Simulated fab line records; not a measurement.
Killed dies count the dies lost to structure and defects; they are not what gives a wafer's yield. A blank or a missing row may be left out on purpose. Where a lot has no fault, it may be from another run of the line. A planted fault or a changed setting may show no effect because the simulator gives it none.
Matching of chambers | flow n5 finfet | rie diel-05 running N5_BEOL_M9_STRIP_67: 4 sister chambers
The step strips in CF4. 22 wafers are shown with their chamber, then 11 later ones without.

EACH WAFER AND ITS CHAMBER
wafer  | chamber | showerhead plenum p Torr (Torr) | drypump motor current A (A) | throttle valve pct (%)
L078.1 | 0       | 1.77                            | 5.81                        | 14.06
L078.3 | 2       | 1.89                            | 5.80                        | 13.60
L078.5 | 0       | 1.77                            | 5.80                        | 14.06
L077.2 | 0       | 1.77                            | 5.81                        | 14.06
L077.3 | 2       | 1.89                            | 5.82                        | 13.61
L077.4 | 3       | 1.71                            | 5.99                        | 13.75
L079.1 | 3       | 1.71                            | 5.99                        | 13.76
L079.2 | 2       | 1.89                            | 5.81                        | 13.60
L079.4 | 0       | 1.77                            | 5.81                        | 14.07
L082.1 | 2       | 1.88                            | 5.80                        | 13.64
L082.4 | 3       | 1.71                            | 6.00                        | 13.78
L082.6 | 2       | 1.88                            | 5.80                        | 13.63
L085.2 | 3       | 1.71                            | 5.99                        | 13.83
L085.3 | 0       | 1.77                            | 5.79                        | 13.51
L085.6 | 1       | 1.77                            | 5.66                        | 13.22
L086.3 | 2       | 1.88                            | 5.80                        | 13.66
L086.4 | 3       | 1.71                            | 6.01                        | 13.81
L086.6 | 3       | 1.70                            | 6.00                        | 13.81
L088.3 | 2       | 1.88                            | 5.80                        | 13.64
L088.4 | 3       | 1.70                            | 5.97                        | 13.81
L088.6 | 2       | 1.88                            | 5.80                        | 13.65
L091.1 | 2       | 1.88                            | 5.82                        | 13.68

SIGNATURES (averages over the wafers above)
reading                  | chamber 0 | chamber 1 | chamber 2 | chamber 3 | scatter within a chamber
showerhead plenum p Torr | 1.7700    | 1.7700    | 1.8833    | 1.7071    | 0.00436
drypump motor current A  | 5.8040    | 5.6600    | 5.8056    | 5.9929    | 0.0102
throttle valve pct       | 13.9520   | 13.2200   | 13.6344   | 13.7929   | 0.119
Rule: a wafer's distance from a chamber is the root of the sum, over the readings, of the square of ((its reading less the chamber's mean) divided by the reading's scatter). If the next closest chamber is less than 2 further off than the closest, the wafer can't be placed; otherwise it belongs to the closest. The scatter: the root of (the sum of the squares of (reading less its chamber's mean) over the shown wafers, divided by (wafers less chambers)).

WAFERS WHOSE CHAMBER IS MISSING
wafer  | showerhead plenum p Torr (Torr) | drypump motor current A (A) | throttle valve pct (%)
L091.4 | 1.77                            | 5.65                        | 13.21
L091.5 | 1.88                            | 5.82                        | 13.66
L092.1 | 1.70                            | 5.99                        | 13.83
L092.2 | 1.88                            | 5.80                        | 13.67
L092.5 | 1.88                            | 5.80                        | 13.67
L093.1 | 1.70                            | 6.00                        | 13.84
L093.3 | 1.77                            | 5.66                        | 13.22
L093.4 | 1.76                            | 5.80                        | 13.54
L096.1 | 1.76                            | 5.67                        | 13.25
L096.4 | 1.70                            | 6.01                        | 13.86
L096.5 | 1.70                            | 6.01                        | 13.85

THE CHAMBER EACH PASSED THROUGH
wafer  | from the rows above | in truth
L091.4 | 1                   | 1
L091.5 | 2                   | 2
L092.1 | 3                   | 3
L092.2 | 2                   | 2
L092.5 | 2                   | 2
L093.1 | 3                   | 3
L093.3 | 1                   | 1
L093.4 | 0                   | 0
L096.1 | 1                   | 1
L096.4 | 3                   | 3
L096.5 | 3                   | 3
11 of 11 placed correctly. Left unplaced by these rows: 0. Wrongly placed: 0.
